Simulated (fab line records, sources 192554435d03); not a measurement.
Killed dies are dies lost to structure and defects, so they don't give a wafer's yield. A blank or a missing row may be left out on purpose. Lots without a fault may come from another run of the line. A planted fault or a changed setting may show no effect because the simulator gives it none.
fab line records | flow n5_finfet
record lots=10 wafers=29 last_day=21
route steps=1938 shown ILD0@339 SDB@360 BEOL_M4@1111 PASSIVATION@1936
lots that met no fault: from a run of the same line without faults
start_h: hours from the record's first day to the start of the lot's first wafer shown | wait_h: hours since the lot's step before | " the same as in the row above | L1.1+2: a row that stands for several wafers | - no value, or no start given | * or withheld: withheld | < > ~ a bound
route shown NAME@n: a module of which the file shows steps, and the number in the route of the first | usual: mean/standard deviation of fault-free wafers | same: alike in all rows | chamber/n: place in a boat | sites: the reading at each site | _std_site: their standard deviation | _edge_site: outer sites' mean less inner sites' | radius_mm: how far each site lies from the wafer's centre | mask NAME#n: copy n | behind: the tool/chamber that last shaped the wafer | hold: why the lot was held/for how many hours/how that ended | device: the transistor (n, p or np) that didn't switch | end of line: the same wafers' tests at the end of the route | a step without rows: its recipe alone | killed: dies lost to structure and defects at the first sort, not the wafer's yield | map: a wafer's dies, x killed, . not, _ none there
set.NAME: the setting as run; set.NAME@STEP: as run at that earlier step | model.NAME: the simulator's own value behind a step, which no gauge read
steps of the route over a sample of lots; a table a step, a row a wafer
services: from which hour (start_h, from the record's first day; less than 0 if before it) a tool's chamber was out of use, for how many hours, and why
## steps
# step N5_ILD0_THK_MEAS_04
# usual thk_nm=196.3/1.7
# columns lot.wafer tool chamber start_h wait_h thk_nm
L869.3 film_metro-01 - 69.43 - 197.7
L869.4 " - " " 194.6
L869.5 " - " " 198.2
L873.1 film_metro-01 - 86.06 - 197.0
L873.4 " - " " 197.0
L873.6 " - " " 196.6
L877.1 film_metro-02 - 112.03 - 195.8
L877.3 " - " " 198.1
L877.6 " - " " 195.2
L878.1 film_metro-01 - 119.55 - 199.1
L878.2 " - " " 196.9
L878.5 " - " " 196.3
L879.1 film_metro-02 - 128.63 - 195.6
L879.3 " - " " 196.1
L879.5 " - " " 197.2
L883.1 film_metro-02 - 145.76 - 196.8
L883.5 " - " " 194.7
L883.6 " - " " 196.1
L886.4 film_metro-01 - 162.87 - 193.5
L886.6 " - " " 197.6
L887.3 film_metro-02 - 169.13 - 193.0
L887.5 " - " " 196.2
L887.6 " - " " 190.0
L890.1 film_metro-02 - 191.85 - 196.5
L890.3 " - " " 193.6
L890.6 " - " " 194.0
L892.2 film_metro-02 - 201.91 - 198.1
L892.3 " - " " 199.7
L892.6 " - " " 197.2
# step N5_ILD0_CMP_07
# recipe stop_on=poly-Si material=SiO2_flowable t_overpolish_s=1.18 post_cmp_clean=alkaline_brush down_force_psi=4.1491 platen_rpm=51.796 pad_velocity_m_s=1.0306 target_thk_nm=138.88
# usual edge_zone_pressure_frac=1.000/0.0053 motor_current_A=12.4/1 slurry_filter_dp_kPa=13.52/0.14
# columns lot.wafer tool chamber start_h wait_h edge_zone_pressure_frac motor_current_A slurry_filter_dp_kPa
L869.3 cmp-04 1 69.46 0.0 1.009 13.3 13.72
L869.4 " 3 " " 1.001 12.6 13.39
L869.5 " 1 " " 1.004 13.3 13.36
L873.1 cmp-03 3 86.08 0.0 1.018 13.5 13.57
L873.4 " 2 " " 1.009 11.9 13.62
L873.6 " 0 " " 0.998 13.6 13.44
L877.3 cmp-03 2 112.10 0.1 1.006 12.3 13.82
L877.1 " 3 " " 0.990 13.3 13.36
L877.6 " 1 " " 1.000 12.9 13.56
L878.1 cmp-01 3 119.58 0.0 0.999 11.1 13.54
L878.2 " 0 " " 0.997 13.2 13.68
L878.5 " 3 " " 0.996 10.6 13.55
L879.3 cmp-04 1 128.66 0.0 1.002 14.0 13.35
L879.1 " 0 " " 1.000 12.5 13.42
L879.5 " 1 " " 1.005 13.2 13.71
L883.1 cmp-01 1 145.90 0.1 0.994 14.1 13.43
L883.5 " 2 " " 1.000 11.6 13.75
L883.6 " 3 " " 1.007 10.6 13.62
L886.4 cmp-04 0 162.93 0.1 0.990 12.2 13.38
L886.6 " 0 " " 0.989 11.8 13.48
L887.3 cmp-01 3 169.24 0.1 1.003 10.6 13.49
L887.5 " 1 " " 1.012 13.4 13.72
L887.6 " 2 " " 0.995 11.5 13.27
L890.3 cmp-01 0 191.88 0.0 0.995 13.5 13.44
L890.1 " 1 " " 0.994 14.7 13.61
L890.6 " 0 " " 0.994 12.9 13.57
L892.2 cmp-04 1 202.25 0.3 0.995 13.5 13.48
L892.3 " 2 " " 0.997 11.7 13.45
L892.6 " 0 " " 1.002 12.1 13.53
# step N5_SDB_ETCH_17
# recipe chemistry=CF4 target=SiARC target_depth_a=234 mask_material=CAR-ArF time_s=39 ion_energy_ev=80 pressure_mtorr=40 source_w=545 bias_w=36 Ar_flow_sccm=100 cf4_flow_sccm=100 ends=cleared
# usual drypump_motor_current_A=6.0/0.42 etch_rf_on_time_s=38.9/1.1 oes_product_au=0.70/0.077 rf_vpp_V=184.6/1.1 showerhead_plenum_p_Torr=2.19/0.064 throttle_valve_pct=15.49/0.23
# columns lot.wafer tool chamber start_h wait_h drypump_motor_current_A etch_rf_on_time_s oes_product_au rf_hours_counter_h rf_vpp_V showerhead_plenum_p_Torr throttle_valve_pct
L869.3 rie_diel-04 1 73.68 0.0 6.3 39.2 0.83 5 185.8 2.19 15.45
L869.4 " 2 " " 5.7 39.0 0.70 64 185.4 2.18 15.43
L869.5 " 0 " " 5.1 38.2 0.61 - 185.1 2.11 15.86
L873.1 rie_diel-01 3 90.33 0.0 6.4 40.8 0.64 140 184.4 2.14 15.33
L873.4 " 1 " " 5.9 39.5 0.59 204 182.3 2.13 15.87
L873.6 " 0 " " 6.2 39.9 0.72 - 186.2 2.27 15.42
L877.1 rie_diel-05 0 116.49 0.0 5.7 37.5 0.75 35 186.3 2.26 15.19
L877.3 " 1 " " 6.2 40.4 0.57 253 183.9 2.03 16.00
L877.6 " 2 " " 5.8 39.4 0.78 - 184.9 2.19 15.35
L878.1 rie_diel-05 0 123.74 0.0 5.7 38.0 0.74 38 185.5 2.26 15.20
L878.2 " 3 " " 6.7 37.8 0.85 0 187.3 2.27 15.24
L878.5 " 2 " " 5.8 54.3 0.65 - 183.9 2.18 15.36
L879.1 rie_diel-05 0 132.88 0.0 5.7 38.1 0.73 41 186.7 2.26 15.22
L879.3 " 2 " " 5.8 54.1 0.64 26 183.6 2.18 15.37
L879.5 " 0 " " 5.7 51.6 0.62 - 187.7 2.26 15.21
L883.1 rie_diel-05 1 150.45 0.0 6.2 38.2 0.83 4 186.0 2.28 15.54
L883.5 " 3 " " 6.7 51.2 0.68 - 186.4 2.27 15.25
L883.6 " 0 " " 5.7 37.9 0.72 - 184.7 2.25 15.23
L886.4 rie_diel-04 0 166.94 0.0 5.1 38.7 0.59 237 183.6 2.10 15.91
L886.6 " 3 " " 5.7 37.1 0.62 - 184.6 2.19 15.71
L887.3 rie_diel-01 3 173.30 0.0 6.4 39.5 0.63 164 182.3 2.13 15.37
L887.5 " 2 " " 5.6 39.1 0.63 - 183.5 2.13 15.49
L887.6 " 1 " " 5.9 39.1 0.58 - 183.6 2.12 15.92
L890.1 rie_diel-01 3 196.03 0.0 6.4 40.8 0.62 173 183.6 2.12 15.42
L890.3 " 2 " " 5.5 39.1 0.63 180 183.7 2.13 15.52
L890.6 " 0 " " 6.2 39.8 0.68 - 185.2 2.26 15.50
L892.2 rie_diel-05 1 207.12 0.0 6.2 38.2 0.78 25 185.4 2.27 15.60
L892.3 " 3 " " 6.7 37.8 0.75 33 186.2 2.26 15.31
L892.6 " 0 " " 5.7 38.0 0.70 - 185.8 2.25 15.27
# step N5_SDB_CUT_ETCH_26
# recipe chemistry=HBr/Cl2/O2 target=Si target_depth_a=1296 bt_time_s=20 mask_material=SiNx time_s=51.8 ion_energy_ev=* bias_w=* pressure_mtorr=10 icp_w=800 HBr_flow_sccm=150 Cl2_flow_sccm=80 O2_flow_sccm=12
# usual drypump_motor_current_A=5.9/0.37 oes_product_au=1.000/0.016 throttle_valve_pct=37.2/0.33
# columns lot.wafer tool chamber start_h wait_h drypump_motor_current_A oes_product_au rf_hours_counter_h throttle_valve_pct
L869.3 rie_si-03 2 74.44 0.1 5.8 0.988 68 37.0
L869.4 " 3 " " 5.3 1.005 - 37.1
L869.5 " 0 " " 6.8 1.013 - 37.0
L873.1 rie_si-02 1 91.29 0.1 6.0 0.994 67 37.2
L873.4 " 2 " " 5.8 0.985 2 37.1
L873.6 " 2 " " 5.8 0.989 - 37.1
L877.1 rie_si-01 2 117.61 0.1 6.1 0.987 63 37.0
L877.3 " 3 " " 6.2 0.984 78 38.0
L877.6 " 3 " " 6.3 0.986 - 38.0
L878.1 rie_si-01 3 124.31 0.1 6.2 0.980 78 38.0
L878.2 " 0 " " 5.8 0.985 149 36.5
L878.5 " 1 " " 5.9 1.022 - 37.2
L879.1 rie_si-02 2 133.91 0.1 5.7 0.993 3 37.1
L879.3 " 3 " " 5.4 1.032 147 37.4
L879.5 " 3 " " 5.4 1.036 - 37.4
L883.1 rie_si-03 3 151.03 0.1 5.3 1.008 123 37.1
L883.5 " 0 " " 6.8 1.018 - 37.0
L883.6 " 1 " " 5.5 1.004 - 37.3
L886.4 rie_si-01 3 167.51 0.1 6.2 0.987 79 38.0
L886.6 " 1 " " 5.9 1.023 - 37.2
L887.3 rie_si-01 1 173.88 0.1 5.9 1.016 73 37.2
L887.5 " 1 " " 5.9 1.015 - 37.2
L887.6 " 0 " " 5.8 0.987 - 36.5
L890.1 rie_si-02 2 197.05 0.1 5.8 0.993 4 37.0
L890.3 " 1 " " 6.0 0.983 69 37.2
L890.6 " 0 " " 6.2 1.007 - 37.6
L892.2 rie_si-01 1 209.02 0.1 5.9 1.016 73 37.2
L892.3 " 2 " " 6.2 0.989 65 37.0
L892.6 " 2 " " 6.1 0.996 - 37.0
# step N5_BEOL_M4_RC_MEAS_101
# usual DIBL_N=37.7/2 DIBL_P=37.7/2.3 IOFF_N=0.18/0.039 IOFF_P=0.23/0.042 ION_N=681/12 ION_P=463/8 SS_N=71.9/0.68 SS_P=73.6/0.71 VT_N=248/3.2 VT_P=-249/3.1
# columns lot.wafer tool chamber start_h wait_h DIBL_N[mV/V] DIBL_P[mV/V] IOFF_N[nA/um] IOFF_P[nA/um] ION_N[uA/um] ION_P[uA/um] SS_N[mV/dec] SS_P[mV/dec] VT_N[mV] VT_P[mV]
L869.3 prober-01 0 271.29 0.3 36.6 36.6 0.17 0.24 669 464 72.1 72.7 249 -245
L869.4 " 0 " " 38.5 38.0 0.20 0.25 675 460 72.3 73.1 248 -243
L869.5 " 0 " " 40.1 42.1 0.26 0.36 688 471 72.8 73.9 243 -241
L873.1 prober-01 0 278.27 0.0 36.2 35.5 0.13 0.16 658 441 72.6 73.6 254 -256
L873.4 " 0 " " 37.5 38.0 0.16 0.20 679 457 72.2 72.6 251 -254
L873.6 " 0 " " 41.2 40.8 0.24 0.24 677 452 72.4 74.0 245 -250
L877.1 prober-02 0 306.99 0.0 38.7 39.1 0.19 0.25 679 459 72.9 74.1 248 -251
L877.3 " 0 " " 36.7 36.1 0.15 0.18 680 458 72.5 73.9 250 -256
L877.6 " 0 " " 37.4 39.1 0.18 0.25 695 471 72.8 74.3 251 -250
L878.1 prober-01 0 309.95 0.0 37.6 36.9 0.16 0.23 664 460 72.0 74.0 250 -249
L878.2 " 0 " " 40.3 38.5 0.23 0.25 682 461 72.7 74.1 247 -245
L878.5 " 0 " " 38.8 38.6 0.18 0.24 670 455 71.5 73.5 251 -250
L879.1 prober-02 0 323.10 0.0 34.1 34.6 0.14 0.18 668 453 70.5 72.2 250 -252
L879.3 " 0 " " 36.3 37.9 0.19 0.24 697 472 72.3 73.2 247 -248
L879.5 " 0 " " 34.2 35.2 0.16 0.19 689 470 71.6 73.5 247 -249
L886.4 prober-02 0 348.91 0.5 37.3 36.6 0.16 0.23 680 463 72.0 74.3 252 -250
L886.6 " 0 " " 38.1 37.9 0.19 0.25 676 459 72.4 73.7 249 -246
L883.1 prober-01 0 349.73 0.0 37.2 37.6 0.19 0.24 686 466 71.4 74.4 245 -249
L883.5 " 0 " " 35.0 35.0 0.15 0.20 691 476 70.9 72.8 248 -250
L883.6 " 0 " " 41.1 41.9 0.26 0.31 679 465 72.4 74.6 243 -243
L887.3 prober-01 0 360.36 0.3 38.0 36.7 0.18 0.22 665 457 71.2 73.7 248 -250
L887.5 " 0 " " 37.0 35.4 0.16 0.20 677 462 71.2 73.1 248 -249
L887.6 " 0 " " 39.6 38.5 0.20 0.24 681 463 72.0 74.4 246 -251
L890.1 prober-02 0 385.87 0.0 38.5 36.9 0.20 0.21 681 464 72.8 73.6 247 -249
L890.3 " 0 " " 35.3 35.0 0.15 0.19 682 464 71.3 73.6 248 -249
L890.6 " 0 " " 36.5 36.6 0.15 0.20 671 457 71.7 73.2 251 -249
L892.2 prober-02 0 402.43 0.2 36.5 36.5 0.16 0.26 662 460 71.5 73.6 250 -245
L892.3 " 0 " " 33.3 31.9 0.12 0.17 680 463 70.8 73.0 248 -251
L892.6 " 0 " " 36.9 37.3 0.19 0.26 686 475 72.2 74.0 248 -246
# step N5_PASSIVATION_PROBE_49
# usual defect_limited_yield=91.1/1.4 killed_at_M0_to_M3=34/9.6 killed_at_M4_up=15/5.3 killed_at_contacts=12/6.1 killed_at_front_end=40/11 killed_at_other=3.5/2.8 killed_dies=105/17 killed_open=70/12 killed_short=34/7.7 sort_bin_4_leakage=0.01/0.07 sort_bin_5_function=5.2/0.97 sort_bin_6_memory=3.4/0.62 sort_bin_8_speed=0.00/0.023 sort_n_pass=1075/17 sort_yield_pct=91.1/1.4
# same gross_dies=1180 killed_at_back_side=0
# columns lot.wafer tool chamber start_h wait_h defect_limited_yield[%] killed_at_M0_to_M3 killed_at_M4_up killed_at_contacts killed_at_front_end killed_at_other killed_dies killed_open killed_short sort_bin_4_leakage[%] sort_bin_5_function[%] sort_bin_6_memory[%] sort_bin_8_speed[%] sort_n_pass sort_yield_pct[%]
L883.1 prober-02 - 462.14 0.0 89.3 32 19 4 71 0 126 64 40 0 5.3 3.2 0 1054 89.3
L883.5 prober-02 - 462.34 0.2 86.6 49 30 8 69 2 158 117 40 0 8.6 4.5 0 1022 86.6
L883.6 prober-02 - 462.39 0.3 91.4 34 25 6 37 0 102 71 26 0.08 5.6 2.5 0 1077 91.3
# killed by level:class
L883.1 HKMG_FIN:area_etch=21 FIN_SAQP:geometric_particle:open=14 STI_FIN_REVEAL:geometric_particle:open=9 FIN_SAQP:geometric_particle:short=8 BEOL_M0_SAQP:geometric_particle:open=7 BEOL_M4:geometric_particle:open=7 STI_FIN_REVEAL:geometric_particle:short=5 BEOL_M2:geometric_particle:short=5
L883.5 STI_FIN_REVEAL:geometric_particle:open=31 BEOL_M3:geometric_particle:open=17 BEOL_M4:geometric_particle:open=16 FIN_SAQP:geometric_particle:open=11 STI_FIN_REVEAL:geometric_particle:short=10 BEOL_M1:geometric_particle:open=8 MOL_CONTACT_COAG:geometric_particle:open=7 BEOL_M0_SAQP:geometric_particle:open=6
L883.6 STI_FIN_REVEAL:geometric_particle:open=13 BEOL_M3:geometric_particle:open=11 BEOL_M4:geometric_particle:open=11 BEOL_M3:geometric_particle:short=6 FIN_SAQP:geometric_particle:short=5 MOL_CONTACT_COAG:geometric_particle:open=5 BEOL_M0_SAQP:geometric_particle:short=5 BEOL_M8:geometric_particle:open=4
## services
# columns tool chamber start_h hours kind
cmp-04 - 52.57 0.3 repair
rie_si-03 1 72.40 7.9 repair
cmp-03 - 76.60 0.5 repair
cmp-04 - 81.26 1.1 repair
cmp-01 - 85.10 4.0 pm
cmp-03 - 88.23 0.9 repair
rie_diel-05 3 89.42 - clean
rie_diel-05 - 89.99 15.6 pm
cmp-01 - 91.56 4.1 pm
cmp-04 - 100.03 1.7 repair
rie_diel-01 - 109.73 14.6 pm
rie_si-02 3 113.66 15.8 repair
cmp-04 - 123.80 2.2 repair
rie_si-03 1 133.48 3.0 repair
cmp-04 - 137.82 14.5 pm
rie_si-02 - 148.65 0.1 repair
rie_si-02 0 154.09 8.8 repair
rie_diel-01 3 166.05 3.5 repair
cmp-03 - 185.93 5.7 pm
rie_si-01 - 191.85 2.8 pm
rie_si-01 3 195.16 15.5 repair
rie_diel-04 1 200.64 69.6 repair
rie_diel-04 3 203.83 8.1 repair
cmp-01 - 206.67 2.5 repair
## key
first_sign step=N5_SDB_ETCH_17 reading=etch_rf_on_time_s direction=up sigmas=13 usual=* struck=*
effect none on later readings
met_at N5_SDB_ETCH_17
struck_lots L878,L879,L883
struck_wafers L878.5,L879.3,L879.5,L883.5
baseline_loss step=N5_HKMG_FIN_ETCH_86 wafers=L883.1
not_acting_at N5_ILD0_THK_MEAS_04,N5_ILD0_CMP_07,N5_SDB_CUT_ETCH_26
onset_between 116.49 123.74
fault kind=process_parameter_drift tool=rie_diel-05 chamber=- onset_h=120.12 steps=N5_SDB_ETCH_17 channel=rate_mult offset=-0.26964 shape=step end_h=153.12 scope=struck_wafers_only
# baseline_loss: these wafers lose ten dies or more at that step, a loss of the line's own and not of a fault; the sort's usual values leave them out
